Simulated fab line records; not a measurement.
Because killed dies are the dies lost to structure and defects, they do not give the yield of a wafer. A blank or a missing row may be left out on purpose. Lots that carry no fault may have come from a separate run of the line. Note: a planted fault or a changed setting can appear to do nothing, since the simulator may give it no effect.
fab line records :: flow n5_finfet
[record]
  lots = 4
  wafers = 11
  last_day = 18
route steps=1938 shown BEOL_M10@1524 BEOL_M11@1536 PASSIVATION@1936
lots that met no fault: taken from a fault-free run of the same line
start_h: the number of hours between the record's first day and the start of the first shown wafer of the lot :: wait_h: hours from the lot's prior step to this one :: " same as the row above :: L1.1+2: one row covering several wafers at once :: - no value, or no start given :: * or withheld: withheld :: < > ~ a bound
route shown NAME@n: names a module that has steps shown in the file, with the first one's number in the route :: usual: mean/standard deviation taken from wafers without a fault :: same: alike in all rows :: chamber/n: place in a boat :: sites: the reading at each site :: _std_site: standard deviation across them :: _edge_site: the outer-site mean with the inner-site mean subtracted :: radius_mm: how far each site lies from the wafer's centre :: mask NAME#n: copy n :: behind: the last tool/chamber to shape the wafer :: hold: reason for holding the lot/hours on hold/outcome of the hold :: device: names the non-switching transistor (n, p or np) :: end of line: the route-end tests of the same wafers :: a step without rows: its recipe alone :: killed: dies that structure and defects cost at the first sort, which is not the same as the wafer's yield :: map: a wafer's dies, x killed, . not, _ none there
set.NAME: the setting the step ran with; set.NAME@STEP: the setting that earlier step ran with :: model.NAME: the simulator's own value behind a step, which no gauge read
lots at selected steps of the route; one table per step, one row per wafer
services: when a tool's chamber went out of use (start_h, in hours from the record's first day, below 0 if earlier), for how many hours, and the reason
[[steps]]
[step N5_BEOL_M10_ALD_74]
[recipe]
  material = TaN
  target_thk_a = 20
  temp_c = 275
  ald_precursor_family = PDMAT
  ald_co_reactant = NH3
  pressure_torr = 3
  carrier_flow_sccm = 1500
  pulse_time_s = 2
  purge_time_s = 3
  co_reactant_purge_time_s = 2
  co_reactant_pulse_time_s = 3
  ald_cycles = 40
  precursor_vessel_temp_c = 75
  precursor_vessel_pressure_torr = 26.25
  precursor_vessel_carrier_sccm = 1000
[step N5_BEOL_M10_SURFACE_TREAT_76]
[recipe]
  gas = Ar
  time_s = *
  ion_energy_ev = *
  ion_current_ma_cm2 = 0.5
  pressure_mtorr = *
  ar_flow_sccm = 30
[step N5_BEOL_M10_CVD_75]
[recipe]
  material = Co
  target_thk_a = 20
  temp_c = withheld
  precursor = CCTBA/H2
  pressure_torr = 30
  time_s = 138.9
[step N5_BEOL_M10_SPUTTER_48]
[recipe]
  material = Cu
  target_thk_a = 120
  temp_c = -20
  bias_v = 60
  power_w = 26000
  chamber_pressure_pa = 0.13
  time_s = 2
[step N5_BEOL_M10_ECD_50]
[recipe]
  material = Cu
  target_thk_a = 3180
[step N5_BEOL_M10_ANNEAL_51]
[recipe]
  temp_c = 225
  time_s = 90
  ambient = N2
[step N5_BEOL_M10_CMP_52]
[recipe]
  stop_on = SiCOH_lowk
  t_overpolish_s = 7
  down_force_psi = 1
  platen_rpm = 50
  clearing_platen_down_force_psi = 1.5
  clearing_platen_rpm = 50
  post_cmp_clean = cu_alkaline
  target_thk_nm = 140
  clearing_platen_pad_velocity_m_s = 0.99484
  pad_velocity_m_s = 0.99484
[step N5_BEOL_M10_PRE_CLEAN_55]
[recipe]
  gas = NH3
  time_s = 15
  temp_c = withheld
  rf_power_w = 300
[step N5_BEOL_M10_DEP_56]
[recipe]
  material = SiCN
  target_thk_a = 150
  temp_c = withheld
  precursor = 3MS/NH3
  pressure_torr = 3
  rf_w = 202
  time_s = 26.5
[step N5_BEOL_M11_ILD_DEP_00]
[recipe]
  material = SiCOH_lowk
  target_thk_a = 3085.1
  temp_c = 300
  precursor = DEMS/porogen
  pressure_torr = 5
  rf_w = 500
  time_s = 58
[usual]
  heater_power_w = 331/47
  run_length_s = 100.8/0.49
  showerhead_plenum_p_Torr = 5.756/0.015
  throttle_valve_pct = 13.8/0.7
lot.wafer: L397.2
tool: pecvd-03
chamber: 2
start_h: 242.09
wait_h: 0.0
heater_power_w: 329
run_length_s: 101.1
showerhead_plenum_p_Torr: 5.774
since_wet_clean_h: 192
throttle_valve_pct: 13.2
model.SiCOH_lowk_of_BEOL_M11_ILD_DEP_00.thk_nm: 305

lot.wafer: L397.3
tool: pecvd-03
chamber: 1
start_h: 242.09
wait_h: 0.0
heater_power_w: 296
run_length_s: 101.1
showerhead_plenum_p_Torr: 5.740
since_wet_clean_h: 1671
throttle_valve_pct: 13.4
model.SiCOH_lowk_of_BEOL_M11_ILD_DEP_00.thk_nm: 305.4

lot.wafer: L397.5
tool: pecvd-03
chamber: 1
start_h: 242.09
wait_h: 0.0
heater_power_w: 310
run_length_s: 100.7
showerhead_plenum_p_Torr: 5.742
since_wet_clean_h: -
throttle_valve_pct: 13.4
model.SiCOH_lowk_of_BEOL_M11_ILD_DEP_00.thk_nm: 315.8

lot.wafer: L409.1
tool: pecvd-03
chamber: 0
start_h: 319.17
wait_h: 0.0
heater_power_w: 366
run_length_s: 101.3
showerhead_plenum_p_Torr: 5.760
since_wet_clean_h: 1023
throttle_valve_pct: 13.5
model.SiCOH_lowk_of_BEOL_M11_ILD_DEP_00.thk_nm: 311.2

lot.wafer: L409.4
tool: pecvd-03
chamber: 1
start_h: 319.17
wait_h: 0.0
heater_power_w: 305
run_length_s: 85.1
showerhead_plenum_p_Torr: 5.742
since_wet_clean_h: -
throttle_valve_pct: 13.5
model.SiCOH_lowk_of_BEOL_M11_ILD_DEP_00.thk_nm: 231.2

lot.wafer: L409.6
tool: pecvd-03
chamber: 2
start_h: 319.17
wait_h: 0.0
heater_power_w: 322
run_length_s: 85.2
showerhead_plenum_p_Torr: 5.768
since_wet_clean_h: -
throttle_valve_pct: 13.8
model.SiCOH_lowk_of_BEOL_M11_ILD_DEP_00.thk_nm: 227

lot.wafer: L407.5
tool: pecvd-03
chamber: 0
start_h: 320.03
wait_h: 0.1
heater_power_w: 326
run_length_s: 85.3
showerhead_plenum_p_Torr: 5.761
since_wet_clean_h: -
throttle_valve_pct: 13.3
model.SiCOH_lowk_of_BEOL_M11_ILD_DEP_00.thk_nm: 233

lot.wafer: L407.6
tool: pecvd-03
chamber: 1
start_h: 320.03
wait_h: 0.1
heater_power_w: 318
run_length_s: 84.7
showerhead_plenum_p_Torr: 5.750
since_wet_clean_h: -
throttle_valve_pct: 13.3
model.SiCOH_lowk_of_BEOL_M11_ILD_DEP_00.thk_nm: 229.4

lot.wafer: L415.1
tool: pecvd-01
chamber: 2
start_h: 376.04
wait_h: 0.0
heater_power_w: 350
run_length_s: 100.4
showerhead_plenum_p_Torr: 5.771
since_wet_clean_h: 507
throttle_valve_pct: 13.1
model.SiCOH_lowk_of_BEOL_M11_ILD_DEP_00.thk_nm: 305.8

lot.wafer: L415.3
tool: pecvd-01
chamber: 1
start_h: 376.04
wait_h: 0.0
heater_power_w: 369
run_length_s: 100.2
showerhead_plenum_p_Torr: 5.768
since_wet_clean_h: 1986
throttle_valve_pct: 15.9
model.SiCOH_lowk_of_BEOL_M11_ILD_DEP_00.thk_nm: 305.6

lot.wafer: L415.5
tool: pecvd-01
chamber: 1
start_h: 376.04
wait_h: 0.0
heater_power_w: 385
run_length_s: 100.6
showerhead_plenum_p_Torr: 5.758
since_wet_clean_h: -
throttle_valve_pct: 15.5
model.SiCOH_lowk_of_BEOL_M11_ILD_DEP_00.thk_nm: 310.6
[step N5_BEOL_M11_CURE_71]
[recipe]
  temp_c = 385
  time_s = 240
  ambient = He/Ar
  material = SiCOH_lowk
[step N5_BEOL_M11_THK_MEAS_01]
[recipe]
  reads = SiCOH_lowk_of_BEOL_M11_ILD_DEP_00
[usual]
  M11_ILD_THK = 269/3.8
lot.wafer: L397.2
tool: film_metro-02
chamber: -
start_h: 242.68
wait_h: 0.4
M11_ILD_THK[nm]: 265

lot.wafer: L397.3
tool: film_metro-02
chamber: -
start_h: 242.68
wait_h: 0.4
M11_ILD_THK[nm]: 265

lot.wafer: L397.5
tool: film_metro-02
chamber: -
start_h: 242.68
wait_h: 0.4
M11_ILD_THK[nm]: 275

lot.wafer: L409.1
tool: film_metro-01
chamber: -
start_h: 319.78
wait_h: 0.4
M11_ILD_THK[nm]: 270

lot.wafer: L409.4
tool: film_metro-01
chamber: -
start_h: 319.78
wait_h: 0.4
M11_ILD_THK[nm]: 200

lot.wafer: L409.6
tool: film_metro-01
chamber: -
start_h: 319.78
wait_h: 0.4
M11_ILD_THK[nm]: 196

lot.wafer: L407.5
tool: film_metro-01
chamber: -
start_h: 320.59
wait_h: 0.1
M11_ILD_THK[nm]: 202

lot.wafer: L407.6
tool: film_metro-01
chamber: -
start_h: 320.59
wait_h: 0.1
M11_ILD_THK[nm]: 198

lot.wafer: L415.1
tool: film_metro-01
chamber: -
start_h: 377.11
wait_h: 0.4
M11_ILD_THK[nm]: 266

lot.wafer: L415.3
tool: film_metro-01
chamber: -
start_h: 377.11
wait_h: 0.4
M11_ILD_THK[nm]: 265

lot.wafer: L415.5
tool: film_metro-01
chamber: -
start_h: 377.11
wait_h: 0.4
M11_ILD_THK[nm]: 270
[step N5_BEOL_M11_PECVD_70]
[recipe]
  material = SiO2
  target_thk_a = 200
  temp_c = 400
  precursor = TEOS/O2
  pressure_torr = 5.5
  rf_w = 450
  teos_flow_sccm = 53.8
  gas = O2
  flow_sccm = 3000
  time_s = 22.7
[step N5_BEOL_M11_HM_DEP_02]
[recipe]
  material = TiN
  target_thk_a = 200
  temp_c = 25
  chamber_pressure_pa = 0.49996
[step N5_BEOL_M11_COAT_59]
[recipe]
  resist = SOC
  temp_c = 250
  time_s = 60
  spin_rpm = 1500
  resist_thk_nm = 100
[step N5_BEOL_M11_COAT_60]
[recipe]
  resist = SiARC
  temp_c = 220
  time_s = 60
  spin_rpm = 1500
  resist_thk_nm = 30
[step N5_BEOL_M11_COAT_05]
[recipe]
  resist = CAR-ArF
  spin_rpm = 1500
  resist_thk_nm = 90
[step N5_BEOL_M11_EBR_07]
[recipe]
  solvent = PGMEA
  ebr_width_mm = 1.5
[step N5_BEOL_M11_SOFTBAKE_06]
[recipe]
  temp_c = 110
  time_s = 60
  resist = CAR-ArF
[step N5_BEOL_M11_EXPOSE_08]
[recipe]
  mask_id = M11
  na = 1.35
  source_shape = dipole
  sigma_inner = 0.411
  sigma_outer = 0.611
  polarization = te
  dose_mj = 53.75
[step N5_BEOL_M11_PEB_09]
[recipe]
  peb_temp_c = withheld
  peb_time_s = 60
  resist = CAR-ArF
[step N5_BEOL_M11_DEVELOP_10]
[recipe]
  develop_time_s = 30
  developer = TMAH
  resist = CAR-ArF
  rinse_liquid = diw
  dry = air_spin
  dev_temp_c = 23
[step N5_BEOL_M11_DESCUM_16]
[recipe]
  chemistry = O2
  time_s = 7.9
  source_power_w = 50
  bias_power_w = 20
  pressure_mtorr = 20
  rf_frequency_hz = 2.712e+07
  temp_c = 40
  resist = CAR-ArF
  o2_flow_sccm = 225
[step N5_BEOL_M11_ETCH_61]
[recipe]
  chemistry = CF4
  target = SiARC
  target_depth_a = 390
  mask_material = CAR-ArF
  time_s = 65
  ion_energy_ev = 80
  pressure_mtorr = 40
  source_w = 545
  bias_w = 36
  Ar_flow_sccm = 100
  cf4_flow_sccm = 100
  ends = cleared
[step N5_BEOL_M11_ETCH_62]
[recipe]
  chemistry = N2/H2
  target = SOC
  target_depth_a = 1100
  overetch_a = 220
  mask_material = SiARC
  temp_c = 40
  time_s = 165
  ion_energy_ev = 200
  pressure_mtorr = 30
  source_w = 840
  bias_w = 150
  n2_flow_sccm = 200
  h2_flow_sccm = 200
[step N5_BEOL_M11_STRIP_68]
[recipe]
  chemistry = N2/H2
  temp_c = 40
  n2_flow_sccm = 200
  h2_flow_sccm = 200
  rf_frequency_hz = 6e+07
[step N5_BEOL_M11_STRIP_67]
[recipe]
  chemistry = CF4
  resist = SiARC
  power_w = 300
  bias_power_w = 75
  pressure_mtorr = 50
  cf4_flow_sccm = 150
  rf_frequency_hz = 6e+07
[step N5_BEOL_M11_HM_OPEN_17]
[recipe]
  chemistry = Cl2/BCl3
  target_depth_a = 200
  overetch_a = 60
  target = TiN
  mask_material = SOC
  ion_energy_ev = 150
  pressure_mtorr = 10
  icp_w = 1000
  bias_w = 126
  Cl2_flow_sccm = 53.25
  bcl3_flow_sccm = 21.75
  Ar_flow_sccm = 25
[step N5_BEOL_M11_STRIP_19]
[recipe]
  chemistry = O2
  power_w = 400
  temp_c = 40
  pressure_mtorr = 30
  rf_frequency_hz = 6e+07
  bias_power_w = 0
  overash_fraction = 0.2
  o2_flow_sccm = 225
[step N5_BEOL_M11_COAT_63]
[recipe]
  resist = SOC
  temp_c = 250
  time_s = 60
  spin_rpm = 1500
  resist_thk_nm = 100
[step N5_BEOL_M11_COAT_64]
[recipe]
  resist = SiARC
  temp_c = 220
  time_s = 60
  spin_rpm = 1500
  resist_thk_nm = 30
[step N5_BEOL_M11_COAT_22]
[recipe]
  resist = CAR-ArF
  spin_rpm = 1500
  resist_thk_nm = 90
[step N5_BEOL_M11_EBR_24]
[recipe]
  solvent = PGMEA
  ebr_width_mm = 1.5
[step N5_BEOL_M11_SOFTBAKE_23]
[recipe]
  temp_c = 110
  time_s = 60
  resist = CAR-ArF
[step N5_BEOL_M11_EXPOSE_25]
[recipe]
  mask_id = V10
  na = 1.35
  source_shape = annular
  sigma_inner = 0.5
  sigma_outer = 0.8
  polarization = unpolarized
  dose_mj = 85.5
[step N5_BEOL_M11_CMP_52]
[recipe]
  stop_on = SiCOH_lowk
  t_overpolish_s = 7
  down_force_psi = 1
  platen_rpm = 50
  clearing_platen_down_force_psi = 1.5
  clearing_platen_rpm = 50
  post_cmp_clean = cu_alkaline
  target_thk_nm = 140
  clearing_platen_pad_velocity_m_s = 0.99484
  pad_velocity_m_s = 0.99484
[usual]
  head_pressure_psi = 1.0000/0.0021
  motor_current_A = 5.8/0.45
  slurry_filter_dp_kPa = 13.49/0.13
lot.wafer: L397.3
tool: cmp-01
chamber: 1
start_h: 250.43
wait_h: 0.2
head_pressure_psi: 0.9978
motor_current_A: 5.9
slurry_filter_dp_kPa: 13.51
model.SiCOH_lowk_of_BEOL_M11_ILD_DEP_00.thk_nm: 262.4

lot.wafer: L397.2
tool: cmp-01
chamber: 3
start_h: 250.43
wait_h: 0.2
head_pressure_psi: 0.9994
motor_current_A: 6.1
slurry_filter_dp_kPa: 13.42
model.SiCOH_lowk_of_BEOL_M11_ILD_DEP_00.thk_nm: 261.8

lot.wafer: L397.5
tool: cmp-01
chamber: 1
start_h: 250.43
wait_h: 0.2
head_pressure_psi: 1.0020
motor_current_A: 6.2
slurry_filter_dp_kPa: 13.25
model.SiCOH_lowk_of_BEOL_M11_ILD_DEP_00.thk_nm: 271.6

lot.wafer: L409.4
tool: cmp-01
chamber: 0
start_h: 336.08
wait_h: 0.1
head_pressure_psi: 0.9988
motor_current_A: 6.2
slurry_filter_dp_kPa: 13.30
model.SiCOH_lowk_of_BEOL_M11_ILD_DEP_00.thk_nm: 196.8

lot.wafer: L409.1
tool: cmp-01
chamber: 3
start_h: 336.08
wait_h: 0.1
head_pressure_psi: 0.9979
motor_current_A: 6.0
slurry_filter_dp_kPa: 13.48
model.SiCOH_lowk_of_BEOL_M11_ILD_DEP_00.thk_nm: 267.4

lot.wafer: L409.6
tool: cmp-01
chamber: 0
start_h: 336.08
wait_h: 0.1
head_pressure_psi: 0.9964
motor_current_A: 6.4
slurry_filter_dp_kPa: 13.79
model.SiCOH_lowk_of_BEOL_M11_ILD_DEP_00.thk_nm: 193.2

lot.wafer: L407.5
tool: cmp-04
chamber: 2
start_h: 336.51
wait_h: 0.2
head_pressure_psi: 0.9999
motor_current_A: 6.0
slurry_filter_dp_kPa: 13.68
model.SiCOH_lowk_of_BEOL_M11_ILD_DEP_00.thk_nm: 198.6

lot.wafer: L407.6
tool: cmp-04
chamber: 3
start_h: 336.51
wait_h: 0.2
head_pressure_psi: 0.9978
motor_current_A: 5.4
slurry_filter_dp_kPa: 13.59
model.SiCOH_lowk_of_BEOL_M11_ILD_DEP_00.thk_nm: 195.4

lot.wafer: L415.3
tool: cmp-01
chamber: 0
start_h: 384.92
wait_h: 0.2
head_pressure_psi: 1.0019
motor_current_A: 6.1
slurry_filter_dp_kPa: 13.40
model.SiCOH_lowk_of_BEOL_M11_ILD_DEP_00.thk_nm: 262.4

lot.wafer: L415.1
tool: cmp-01
chamber: 1
start_h: 384.92
wait_h: 0.2
head_pressure_psi: 1.0011
motor_current_A: 5.8
slurry_filter_dp_kPa: 13.58
model.SiCOH_lowk_of_BEOL_M11_ILD_DEP_00.thk_nm: 262.6

lot.wafer: L415.5
tool: cmp-01
chamber: 3
start_h: 384.92
wait_h: 0.2
head_pressure_psi: 0.9971
motor_current_A: 6.0
slurry_filter_dp_kPa: 13.47
model.SiCOH_lowk_of_BEOL_M11_ILD_DEP_00.thk_nm: 266.8
[step N5_PASSIVATION_PROBE_49]
[usual]
  killed_at_M0_to_M3 = 36/10
  killed_at_M4_up = 13/5.5
  killed_at_contacts = 12/5.6
  killed_at_front_end = 42/12
  killed_at_other = 4/3.2
  killed_dies = 108/18
  killed_on_rim = 15/4.1
  killed_open = 71/13
  killed_short = 34/7.8
[same]
  gross_dies = 1180
  killed_at_back_side = 0
lot.wafer: L397.2
tool: prober-02
chamber: -
start_h: 289.21
wait_h: 0.1
killed_at_M0_to_M3: 27
killed_at_M4_up: 10
killed_at_contacts: 11
killed_at_front_end: 59
killed_at_other: 1
killed_dies: 108
killed_on_rim: 7
killed_open: 73
killed_short: 34

lot.wafer: L397.3
tool: prober-02
chamber: -
start_h: 289.26
wait_h: 0.1
killed_at_M0_to_M3: 37
killed_at_M4_up: 14
killed_at_contacts: 6
killed_at_front_end: 49
killed_at_other: 3
killed_dies: 109
killed_on_rim: 15
killed_open: 78
killed_short: 31

lot.wafer: L397.5
tool: prober-02
chamber: -
start_h: 289.36
wait_h: 0.2
killed_at_M0_to_M3: 30
killed_at_M4_up: 12
killed_at_contacts: 7
killed_at_front_end: 40
killed_at_other: 1
killed_dies: 90
killed_on_rim: 12
killed_open: 53
killed_short: 36

lot.wafer: L409.1
tool: prober-01
chamber: -
start_h: 373.41
wait_h: 0.0
killed_at_M0_to_M3: 49
killed_at_M4_up: 18
killed_at_contacts: 14
killed_at_front_end: 30
killed_at_other: 1
killed_dies: 112
killed_on_rim: 15
killed_open: 74
killed_short: 37

lot.wafer: L409.4
tool: prober-01
chamber: -
start_h: 373.56
wait_h: 0.2
killed_at_M0_to_M3: 37
killed_at_M4_up: 17
killed_at_contacts: 6
killed_at_front_end: 24
killed_at_other: 5
killed_dies: 89
killed_on_rim: 9
killed_open: 55
killed_short: 32

lot.wafer: L409.6
tool: prober-01
chamber: -
start_h: 373.66
wait_h: 0.3
killed_at_M0_to_M3: 32
killed_at_M4_up: 12
killed_at_contacts: 5
killed_at_front_end: 48
killed_at_other: 2
killed_dies: 99
killed_on_rim: 18
killed_open: 63
killed_short: 33

lot.wafer: L407.5
tool: prober-01
chamber: -
start_h: 376.86
wait_h: 0.2
killed_at_M0_to_M3: 42
killed_at_M4_up: 6
killed_at_contacts: 19
killed_at_front_end: 47
killed_at_other: 4
killed_dies: 118
killed_on_rim: 11
killed_open: 81
killed_short: 34

lot.wafer: L407.6
tool: prober-01
chamber: -
start_h: 376.91
wait_h: 0.3
killed_at_M0_to_M3: 37
killed_at_M4_up: 7
killed_at_contacts: 3
killed_at_front_end: 57
killed_at_other: 0
killed_dies: 104
killed_on_rim: 12
killed_open: 68
killed_short: 30

lot.wafer: L415.1
tool: prober-01
chamber: -
start_h: 440.76
wait_h: 0.3
killed_at_M0_to_M3: 40
killed_at_M4_up: 21
killed_at_contacts: 20
killed_at_front_end: 50
killed_at_other: 5
killed_dies: 136
killed_on_rim: 16
killed_open: 89
killed_short: 46

lot.wafer: L415.3
tool: prober-01
chamber: -
start_h: 440.86
wait_h: 0.4
killed_at_M0_to_M3: 54
killed_at_M4_up: 19
killed_at_contacts: 15
killed_at_front_end: 47
killed_at_other: 1
killed_dies: 136
killed_on_rim: 21
killed_open: 79
killed_short: 56

lot.wafer: L415.5
tool: prober-01
chamber: -
start_h: 440.96
wait_h: 0.5
killed_at_M0_to_M3: 30
killed_at_M4_up: 14
killed_at_contacts: 23
killed_at_front_end: 74
killed_at_other: 10
killed_dies: 151
killed_on_rim: 24
killed_open: 94
killed_short: 56
// killed by level:class
L397.2 FIN_SAQP:geometric_particle:open=16 FIN_SAQP:geometric_particle:short=13 STI_FIN_REVEAL:geometric_particle:open=11 BEOL_M0_SAQP:geometric_particle:open=10 MOL_CONTACT_COAG:geometric_particle:open=8 BEOL_M0_SAQP:geometric_particle:short=6 GATE_CUT:geometric_particle:open=4 BEOL_M1:geometric_particle:open=4
L397.3 STI_FIN_REVEAL:geometric_particle:open=15 BEOL_M0_SAQP:geometric_particle:short=8 BEOL_M1:geometric_particle:open=8 FIN_SAQP:geometric_particle:open=7 DUMMY_GATE:geometric_particle:open=7 BEOL_M3:geometric_particle:open=7 FIN_SAQP:geometric_particle:short=6 BEOL_M4:geometric_particle:open=6
L397.5 STI_FIN_REVEAL:geometric_particle:open=8 BEOL_M0_SAQP:geometric_particle:short=8 FIN_SAQP:geometric_particle:short=5 DUMMY_GATE:geometric_particle:open=5 BEOL_M0_SAQP:geometric_particle:open=5 BEOL_M2:geometric_particle:open=5 BEOL_M3:geometric_particle:open=5 FIN_SAQP:geometric_particle:open=4
L409.1 BEOL_M0_SAQP:geometric_particle:open=16 BEOL_M0_SAQP:geometric_particle:short=10 MOL_CONTACT_COAG:geometric_particle:open=10 BEOL_M2:geometric_particle:open=9 STI_FIN_REVEAL:geometric_particle:open=8 BEOL_M4:geometric_particle:open=7 STARTING-WAFER:geometric_particle:short=6 BEOL_M2:geometric_particle:short=5
L409.4 BEOL_M0_SAQP:geometric_particle:short=9 BEOL_M0_SAQP:geometric_particle:open=9 BEOL_M3:geometric_particle:open=9 BEOL_M2:geometric_particle:open=6 FIN_SAQP:geometric_particle:short=5 STI_FIN_REVEAL:geometric_particle:open=5 MOL_CONTACT_COAG:geometric_particle:open=5 FIN_SAQP:geometric_particle:open=4
L409.6 FIN_SAQP:geometric_particle:open=12 FIN_SAQP:geometric_particle:short=8 BEOL_M0:geometric_particle:open=8 BEOL_M0_SAQP:geometric_particle:short=7 BEOL_M0_SAQP:geometric_particle:open=6 MOL_CONTACT_COAG:geometric_particle:open=5 STARTING-WAFER:geometric_particle:open=5 DUMMY_GATE:geometric_particle:open=4
L407.5 MOL_CONTACT_COAG:geometric_particle:open=16 BEOL_M0_SAQP:geometric_particle:short=14 FIN_SAQP:geometric_particle:open=13 BEOL_M0_SAQP:geometric_particle:open=8 FIN_SAQP:geometric_particle:short=7 BEOL_M1:geometric_particle:open=7 STI_FIN_REVEAL:geometric_particle:open=7 BEOL_M2:geometric_particle:open=7
L407.6 FIN_SAQP:geometric_particle:open=13 STI_FIN_REVEAL:geometric_particle:open=11 FIN_SAQP:geometric_particle:short=10 BEOL_M1:geometric_particle:open=9 BEOL_M0_SAQP:geometric_particle:open=7 BEOL_M1:geometric_particle:short=6 BEOL_M3:geometric_particle:open=5 BEOL_M2:geometric_particle:open=5
L415.1 MOL_CONTACT_COAG:geometric_particle:open=16 BEOL_M4:geometric_particle:open=14 FIN_SAQP:geometric_particle:short=14 BEOL_M1:geometric_particle:open=12 STI_FIN_REVEAL:geometric_particle:open=11 BEOL_M1:geometric_particle:short=11 BEOL_M3:geometric_particle:open=6 FIN_SAQP:geometric_particle:open=5
L415.3 BEOL_M0_SAQP:geometric_particle:short=15 FIN_SAQP:geometric_particle:short=13 BEOL_M3:geometric_particle:open=12 BEOL_M4:geometric_particle:open=11 BEOL_M0_SAQP:geometric_particle:open=11 STI_FIN_REVEAL:geometric_particle:open=9 MOL_CONTACT_COAG:geometric_particle:open=8 FIN_SAQP:geometric_particle:open=7
L415.5 STI_FIN_REVEAL:geometric_particle:open=22 MOL_CONTACT_COAG:geometric_particle:open=21 FIN_SAQP:geometric_particle:short=14 FIN_SAQP:geometric_particle:open=9 BEOL_M0_SAQP:geometric_particle:short=9 BEOL_M3:geometric_particle:open=8 BEOL_M1:geometric_particle:open=5 DUMMY_GATE:geometric_particle:open=5
[[services]]
tool: pecvd-03
chamber: 1
start_h: 218.40
hours: 5.5
kind: scheduled_down

tool: cmp-04
chamber: -
start_h: 222.71
hours: 5.0
kind: pm

tool: cmp-01
chamber: -
start_h: 223.18
hours: 1.3
kind: repair

tool: pecvd-03
chamber: 0
start_h: 224.32
hours: 5.5
kind: scheduled_down

tool: cmp-01
chamber: -
start_h: 269.35
hours: 1.0
kind: repair

tool: pecvd-01
chamber: -
start_h: 289.64
hours: 1.0
kind: repair

tool: cmp-04
chamber: -
start_h: 303.32
hours: 4.0
kind: pm

tool: cmp-04
chamber: -
start_h: 307.32
hours: -
kind: consumable_replace:conditioner

tool: cmp-04
chamber: -
start_h: 307.32
hours: -
kind: consumable_replace:pad

tool: cmp-01
chamber: -
start_h: 340.63
hours: 5.8
kind: pm

tool: pecvd-03
chamber: 2
start_h: 351.75
hours: 2.1
kind: scheduled_down

tool: pecvd-01
chamber: 2
start_h: 357.44
hours: 5.5
kind: scheduled_down

tool: pecvd-03
chamber: 0
start_h: 357.77
hours: 12.8
kind: repair

tool: cmp-04
chamber: -
start_h: 368.99
hours: 1.0
kind: repair

tool: cmp-01
chamber: -
start_h: 371.83
hours: 0.4
kind: repair
[[key]]
[first_sign]
  step = N5_BEOL_M11_ILD_DEP_00
  reading = run_length_s
  direction = down
  sigmas = 32
  usual = *
  struck = *
[effect]
  step = N5_BEOL_M11_THK_MEAS_01
  reading = M11_ILD_THK
  direction = down
  sigmas = 18
  usual = 269
  struck = 199
[model_effect]
  step = N5_BEOL_M11_ILD_DEP_00
  value = SiCOH_lowk_of_BEOL_M11_ILD_DEP_00.thk_nm
  without = 313.4
  struck = 230.2
[model_effect]
  step = N5_BEOL_M11_CMP_52
  value = SiCOH_lowk_of_BEOL_M11_ILD_DEP_00.thk_nm
  without = 269.4
  struck = 196
met_at N5_BEOL_M11_ILD_DEP_00
struck_wafers L407.5,L407.6,L409.4,L409.6
tester_left_out L407
onset_between 242.09 319.17
[earlier_fault]
  kind = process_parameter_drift
  tool = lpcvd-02
  chamber = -
  onset_h = 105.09
  steps = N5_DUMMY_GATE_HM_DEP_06
  channel = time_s
  offset = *
  shape = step
  end_h = 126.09
  acts_in = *
  stated = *
[fault]
  kind = process_parameter_drift
  tool = pecvd-03
  chamber = -
  onset_h = 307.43
  steps = N5_BEOL_M11_ILD_DEP_00
  channel = time_s
  offset = *
  shape = step
  end_h = 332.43
  scope = struck_wafers_only
  acts_in = *
  stated = *
// tester_left_out: of these lots the tester's yield and bins aren't shown, on N5 and GAA mostly nor the transistor test; their killed dies are dies lost to structure and defects alone, not to doping, threshold or leakage, so they don't give the yield
